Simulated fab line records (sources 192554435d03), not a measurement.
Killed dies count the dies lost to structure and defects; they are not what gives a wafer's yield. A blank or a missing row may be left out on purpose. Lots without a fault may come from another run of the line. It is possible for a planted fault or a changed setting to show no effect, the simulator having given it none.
Which tool is to blame? + flow n5_finfet + Sampling: 20 lots, 60 wafers, 4 of 1938 route steps

## WHAT EACH GAUGE READ, for each wafer
N5_BEOL_M0_SAQP_OVL_MEAS_41. Usual: for M0_CUT1_OVL the level is 0.4 nm and the standard deviation is 0.67.
| lot  | measured     | on         | M0_CUT1_OVL (nm) | flag |
|------|--------------|------------|------------------|------|
| L074 | day 5 16:53  | overlay-01 | -0.2 -0.2 -0.3   |      |
| L075 | day 5 20:19  | overlay-02 | -0.6 0.7 0.4     |      |
| L076 | day 6 06:36  | overlay-02 | 2.5 1.5 0.8      |      |
| L077 | day 6 11:31  | overlay-01 | -0.9 0.7 0.3     |      |
| L078 | day 6 12:56  | overlay-02 | 0.7 -0.2 1.4     |      |
| L079 | day 6 23:36  | overlay-02 | -0.5 -0.4 0.6    |      |
| L080 | day 7 05:47  | overlay-02 | 1.1 1.1 1.1      |      |
| L081 | day 7 09:44  | overlay-01 | 0.5 1.0 0.6      |      |
| L082 | day 7 19:24  | overlay-02 | 2.2 1.6 0.6      |      |
| L083 | day 8 01:56  | overlay-01 | 0.7 0.3 0.4      |      |
| L084 | day 8 07:20  | overlay-01 | -0.2 0.3 -0.1    |      |
| L085 | day 8 12:02  | overlay-02 | 0.8 1.6 2.0      |      |
| L086 | day 8 17:13  | overlay-02 | -1.1 0.2 0.0     |      |
| L087 | day 8 23:22  | overlay-01 | 0.8 0.3 0.4      |      |
| L088 | day 9 02:29  | overlay-02 | -0.8 -0.7 0.4    |      |
| L091 | day 9 23:44  | overlay-02 | -0.5 -0.9 -0.1   |      |
| L094 | day 10 14:26 | overlay-02 | 0.2 0.0 0.0      |      |
| L095 | day 10 20:43 | overlay-02 | 0.5 0.4 0.1      |      |
| L096 | day 11 05:53 | overlay-01 | 1.3 1.0 1.2      |      |
| L097 | day 11 10:46 | overlay-02 | 0.0 0.3 -0.4     |      |

N5_BEOL_M0_CUTY_CD_MEAS_57: target cd 200 nm. Usual: cd_nm at 199.9 nm, with a standard deviation of 0.98.
| lot  | measured     | on        | cd_nm (nm)        | flag |
|------|--------------|-----------|-------------------|------|
| L074 | day 5 18:55  | cd_sem-03 | 199.1 199.3 200.1 |      |
| L075 | day 5 21:44  | cd_sem-02 | 199.9 198.0 198.8 |      |
| L076 | day 6 08:01  | cd_sem-01 | 201.1 201.6 201.1 |      |
| L077 | day 6 13:00  | cd_sem-01 | 199.8 200.1 200.6 |      |
| L078 | day 6 14:20  | cd_sem-02 | 200.5 201.0 200.5 |      |
| L079 | day 7 01:00  | cd_sem-03 | 197.6 198.3 197.6 |      |
| L080 | day 7 07:23  | cd_sem-03 | 200.7 200.3 201.1 |      |
| L081 | day 7 11:47  | cd_sem-03 | 199.3 199.2 199.1 |      |
| L082 | day 7 20:53  | cd_sem-02 | 200.4 200.5 200.1 |      |
| L083 | day 8 03:22  | cd_sem-03 | 201.2 200.3 200.1 |      |
| L084 | day 8 08:37  | cd_sem-03 | 199.6 199.8 200.3 |      |
| L085 | day 8 14:10  | cd_sem-01 | 200.2 200.5 200.3 |      |
| L086 | day 8 18:47  | cd_sem-01 | 201.0 200.1 201.2 |      |
| L087 | day 9 02:20  | cd_sem-03 | 199.1 198.7 197.6 |      |
| L088 | day 9 04:40  | cd_sem-03 | 198.3 197.4 197.8 |      |
| L091 | day 10 01:16 | cd_sem-02 | 200.6 199.7 199.1 |      |
| L094 | day 10 15:51 | cd_sem-01 | 200.9 200.3 199.9 |      |
| L095 | day 10 22:25 | cd_sem-01 | 200.7 200.2 199.7 |      |
| L096 | day 11 07:15 | cd_sem-01 | 199.8 200.0 199.2 |      |
| L097 | day 11 12:13 | cd_sem-02 | 200.8 201.3 201.3 |      |

## WHICH TOOL RAN EACH LOT (tool, then ch and the chambers of the sampled wafers, then the start)
| lot  | N5_BEOL_M0_SAQP_DESCUM_45          | N5_BEOL_M0_SAQP_CUT_ETCH_46        |
|------|------------------------------------|------------------------------------|
| L074 | rie_diel-02 ch 0,2,3, day 5 17:12  | rie_diel-02 ch 0,2,3, day 5 17:17  |
| L075 | rie_diel-02 ch 0,1,2, day 5 20:25  | rie_diel-02 ch 0,1,2, day 5 20:29  |
| L076 | rie_diel-05 ch 0,1,3, day 6 06:43  | rie_diel-05 ch 0,1,3, day 6 06:47  |
| L077 | rie_diel-05 ch 0,3, day 6 11:41    | rie_diel-05 ch 0,3, day 6 11:46    |
| L078 | rie_diel-02 ch 0,2, day 6 13:02    | rie_diel-02 ch 0,2, day 6 13:07    |
| L079 | rie_diel-06 ch 0,1,3, day 6 23:41  | rie_diel-06 ch 0,1,3, day 6 23:47  |
| L080 | rie_diel-06 ch 0,2,3, day 7 05:56  | rie_diel-06 ch 0,2,3, day 7 06:01  |
| L081 | rie_diel-06 ch 0,3, day 7 10:29    | rie_diel-06 ch 0,3, day 7 10:34    |
| L082 | rie_diel-05 ch 2,3, day 7 19:31    | rie_diel-05 ch 2,3, day 7 19:35    |
| L083 | rie_diel-02 ch 0,1,2, day 8 02:02  | rie_diel-02 ch 0,1,2, day 8 02:07  |
| L084 | rie_diel-02 ch 0,2,3, day 8 07:26  | rie_diel-02 ch 0,2,3, day 8 07:31  |
| L085 | rie_diel-05 ch 0,2,3, day 8 12:07  | rie_diel-05 ch 0,2,3, day 8 12:13  |
| L086 | rie_diel-02 ch 1,2,3, day 8 17:22  | rie_diel-02 ch 1,2,3, day 8 17:26  |
| L087 | rie_diel-02 ch 0,1,2, day 8 23:27  | rie_diel-02 ch 0,1,2, day 8 23:32  |
| L088 | rie_diel-06 ch 0,3, day 9 02:37    | rie_diel-06 ch 0,3, day 9 02:42    |
| L091 | rie_diel-06 ch 0,1,3, day 9 23:50  | rie_diel-06 ch 0,1,3, day 9 23:55  |
| L094 | rie_diel-02 ch 0,1, day 10 14:32   | rie_diel-02 ch 0,1, day 10 14:37   |
| L095 | rie_diel-05 ch 0,2,3, day 10 20:49 | rie_diel-05 ch 0,2,3, day 10 20:53 |
| L096 | rie_diel-05 ch 0,1,2, day 11 05:59 | rie_diel-05 ch 0,1,2, day 11 06:04 |
| L097 | rie_diel-06 ch 0,2,3, day 11 10:52 | rie_diel-06 ch 0,2,3, day 11 10:56 |
- N5_BEOL_M0_SAQP_DESCUM_45: chemistry O2, time 7 s.
- N5_BEOL_M0_SAQP_CUT_ETCH_46: etches SOC in N2/H2, target depth 135 nm, overetch 27 nm, time 202.5 s.

## WHAT THE TOOLS THEMSELVES READ (means of the sampled wafers that have a number; where no wafer has one, the mark that the record gives instead)
N5_BEOL_M0_SAQP_DESCUM_45. Usual: chamber_pressure_mTorr 20.001 mTorr, standard deviation 0.018; drypump_motor_current_A 5.8 A, standard deviation 0.47; oes_product_au 0.76 a.u., standard deviation 0.075; rf_vpp_V 243.5 V, standard deviation 1.5; showerhead_plenum_p_Torr 2.12 Torr, standard deviation 0.084; throttle_valve_pct 20.53 %, standard deviation 0.16.
| lot  | tool        | chamber_pressure_mTorr (mTorr) | drypump_motor_current_A (A) | oes_product_au (a.u.) | rf_vpp_V (V) | showerhead_plenum_p_Torr (Torr) | throttle_valve_pct (%) | flag |
|------|-------------|--------------------------------|-----------------------------|-----------------------|--------------|---------------------------------|------------------------|------|
| L074 | rie_diel-02 | 19.990                         | 5.9                         | 0.74                  | 243.7        | 2.06                            | 20.53                  |      |
| L075 | rie_diel-02 | 20.012                         | 5.7                         | 0.75                  | 243.7        | 2.12                            | 20.47                  |      |
| L076 | rie_diel-05 | 20.017                         | 6.1                         | 0.78                  | 243.9        | 2.10                            | 20.62                  |      |
| L077 | rie_diel-05 | 20.000                         | 5.8                         | 0.76                  | 245.0        | 2.18                            | 20.59                  |      |
| L078 | rie_diel-02 | 20.011                         | 5.6                         | 0.76                  | 243.2        | 2.13                            | 20.58                  |      |
| L079 | rie_diel-06 | 20.004                         | 5.3                         | 0.77                  | 244.1        | 2.12                            | 20.56                  |      |
| L080 | rie_diel-06 | 19.994                         | 5.5                         | 0.77                  | 243.3        | 2.14                            | 20.58                  |      |
| L081 | rie_diel-06 | 20.003                         | 5.2                         | 0.84                  | 243.3        | 2.14                            | 20.52                  |      |
| L082 | rie_diel-05 | 19.998                         | 6.3                         | 0.73                  | 243.8        | 2.16                            | 20.59                  |      |
| L083 | rie_diel-02 | 20.002                         | 5.7                         | 0.74                  | 243.7        | 2.12                            | 20.50                  |      |
| L084 | rie_diel-02 | 20.019                         | 5.9                         | 0.83                  | 243.9        | 2.14                            | 20.45                  |      |
| L085 | rie_diel-05 | 20.013                         | 6.1                         | 0.74                  | 244.0        | 2.17                            | 20.61                  |      |
| L086 | rie_diel-02 | 19.987                         | 5.7                         | 0.82                  | 244.3        | 2.20                            | 20.37                  |      |
| L087 | rie_diel-02 | 20.006                         | 5.7                         | 0.75                  | 242.3        | 2.12                            | 20.51                  |      |
| L088 | rie_diel-06 | 20.004                         | 5.2                         | 0.82                  | 243.8        | 2.14                            | 20.54                  |      |
| L091 | rie_diel-06 | 20.004                         | 5.3                         | 0.76                  | 243.6        | 2.11                            | 20.59                  |      |
| L094 | rie_diel-02 | 19.999                         | 6.0                         | 0.72                  | 242.4        | 2.05                            | 20.52                  |      |
| L095 | rie_diel-05 | 19.987                         | 6.1                         | 0.72                  | 244.0        | 2.16                            | 20.63                  |      |
| L096 | rie_diel-05 | 20.009                         | 5.9                         | 0.74                  | 243.0        | 2.08                            | 20.57                  |      |
| L097 | rie_diel-06 | 20.000                         | 5.5                         | 0.85                  | 244.2        | 2.13                            | 20.51                  |      |

N5_BEOL_M0_SAQP_CUT_ETCH_46. Usual: bias_w 149.9 W, standard deviation 0.44; chamber_pressure_mTorr 30.00 mTorr, standard deviation 0.03; drypump_motor_current_A 5.8 A, standard deviation 0.46; rf_vpp_V 524.9 V, standard deviation 2.8; showerhead_plenum_p_Torr 2.58 Torr, standard deviation 0.1; throttle_valve_pct 17.96 %, standard deviation 0.19.
| lot  | tool        | bias_w (W) | chamber_pressure_mTorr (mTorr) | drypump_motor_current_A (A) | rf_vpp_V (V) | showerhead_plenum_p_Torr (Torr) | throttle_valve_pct (%) | flag |
|------|-------------|------------|--------------------------------|-----------------------------|--------------|---------------------------------|------------------------|------|
| L074 | rie_diel-02 | 149.8      | 29.99                          | 5.9                         | 522.5        | 2.49                            | 17.87                  |      |
| L075 | rie_diel-02 | 150.0      | 29.96                          | 5.7                         | 524.7        | 2.58                            | 17.87                  |      |
| L076 | rie_diel-05 | 149.8      | 30.00                          | 6.1                         | 524.2        | 2.55                            | 18.03                  |      |
| L077 | rie_diel-05 | 150.1      | 29.98                          | 5.9                         | 527.4        | 2.65                            | 17.98                  |      |
| L078 | rie_diel-02 | 149.8      | 29.97                          | 5.6                         | 524.4        | 2.58                            | 17.91                  |      |
| L079 | rie_diel-06 | 150.0      | 29.99                          | 5.3                         | 525.7        | 2.58                            | 18.04                  |      |
| L080 | rie_diel-06 | 149.8      | 30.00                          | 5.5                         | 525.5        | 2.62                            | 18.09                  |      |
| L081 | rie_diel-06 | 149.8      | 29.99                          | 5.2                         | 525.2        | 2.61                            | 18.06                  |      |
| L082 | rie_diel-05 | 150.3      | 30.00                          | 6.3                         | 527.3        | 2.63                            | 18.02                  |      |
| L083 | rie_diel-02 | 150.1      | 29.99                          | 5.7                         | 525.3        | 2.57                            | 17.91                  |      |
| L084 | rie_diel-02 | 149.9      | 30.00                          | 5.9                         | 525.1        | 2.59                            | 17.77                  |      |
| L085 | rie_diel-05 | 150.0      | 30.04                          | 6.1                         | 526.6        | 2.63                            | 18.03                  |      |
| L086 | rie_diel-02 | 150.1      | 29.98                          | 5.7                         | 527.2        | 2.66                            | 17.73                  |      |
| L087 | rie_diel-02 | 150.0      | 30.01                          | 5.7                         | 524.5        | 2.57                            | 17.92                  |      |
| L088 | rie_diel-06 | 150.2      | 30.04                          | 5.2                         | 525.5        | 2.60                            | 18.09                  |      |
| L091 | rie_diel-06 | 149.7      | 29.98                          | 5.3                         | 524.3        | 2.57                            | 18.08                  |      |
| L094 | rie_diel-02 | 149.8      | 30.02                          | 6.0                         | 521.4        | 2.49                            | 17.96                  |      |
| L095 | rie_diel-05 | 149.8      | 29.99                          | 6.1                         | 525.8        | 2.63                            | 18.04                  |      |
| L096 | rie_diel-05 | 149.5      | 29.96                          | 5.9                         | 523.5        | 2.53                            | 17.97                  |      |
| L097 | rie_diel-06 | 149.9      | 30.04                          | 5.5                         | 525.7        | 2.60                            | 18.01                  |      |

## THE ANSWER, worked out from the rows above alone
Rule: lot off if the mean of its wafers having a number is beyond 3 standard deviations from the usual mean. A lot without any number at a reading at which 4 lots or more have one is off too. Any other lot the step has rows for is counted as sound. First the gauges in route order, then the tools' own readings, where a lot's mean is used as printed above. The first step at which some lot is off is used, and at that step the reading that is off furthest; a lot without a number counts as furthest.
No lot is off on any of the readings shown, so nothing can be concluded from this.

## WHAT HAD BEEN PUT IN BY THE SIMULATOR
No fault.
